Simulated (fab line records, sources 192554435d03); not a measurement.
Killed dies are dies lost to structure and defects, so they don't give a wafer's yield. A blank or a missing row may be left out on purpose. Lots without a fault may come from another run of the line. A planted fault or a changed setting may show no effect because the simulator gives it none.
Chamber matching | flow n5_finfet | N5_GATE_CUT_CMP_61 on cmp-01: 4 sister chambers
The step polishes, stops on SiNx, t overpolish 3 s. 14 wafers are shown with their chamber, then 7 later ones without.

WAFERS WITH THEIR CHAMBER
wafer  | chamber | motor_current_A (A) | edge_zone_pressure_frac
L076.2 | 0       | 10.6                | 0.985
L076.5 | 2       | 10.7                | 1.005
L076.6 | 1       | 12.9                | 0.999
L078.3 | 3       | 14.0                | 1.002
L078.4 | 0       | 10.9                | 1.009
L078.6 | 2       | 11.4                | 1.002
L082.2 | 3       | 13.9                | 1.002
L082.5 | 2       | 11.7                | 0.990
L082.6 | 3       | 13.8                | 1.007
L083.3 | 1       | 14.1                | 1.009
L083.4 | 3       | 14.1                | 1.012
L083.5 | 3       | 13.9                | 0.999
L085.1 | 1       | 13.0                | 1.004
L085.2 | 0       | 10.9                | 0.992

SIGNATURES (means of the wafers above)
reading                 | chamber 0 | chamber 1 | chamber 2 | chamber 3 | scatter within a chamber
motor_current_A         | 10.800    | 13.333    | 11.267    | 13.940    | 0.391
edge_zone_pressure_frac | 0.99533   | 1.00400   | 0.99900   | 1.00440   | 0.00765
Rule: a wafer's distance from a chamber is the root of the sum, over the readings, of the square of ((its reading less the chamber's mean) divided by the reading's scatter). The wafer belongs to the nearest chamber; if the next one is less than 2 further off, it can't be placed. The scatter: the root of (the sum of the squares of (reading less its chamber's mean) over the shown wafers, divided by (wafers less chambers)).

WAFERS WITHOUT THEIR CHAMBER
wafer  | motor_current_A (A) | edge_zone_pressure_frac
L085.6 | 13.7                | 1.005
L093.1 | 11.2                | 0.994
L093.2 | 10.9                | 0.999
L093.5 | 14.4                | 1.003
L097.2 | 10.3                | 0.993
L097.4 | 14.7                | 1.005
L097.5 | 11.1                | 1.000

WHICH CHAMBER EACH WENT THROUGH
wafer  | from the rows above     | in truth
L085.6 | can't be placed: 3 or 1 | 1
L093.1 | can't be placed: 2 or 0 | 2
L093.2 | can't be placed: 0 or 2 | 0
L093.5 | can't be placed: 3 or 1 | 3
L097.2 | can't be placed: 0 or 2 | 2
L097.4 | can't be placed: 3 or 1 | 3
L097.5 | can't be placed: 2 or 0 | 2
Placed correctly: 0 of 7. Can't be placed from these rows: 7 (the true chamber is among the candidates in 7). Placed wrongly: 0.
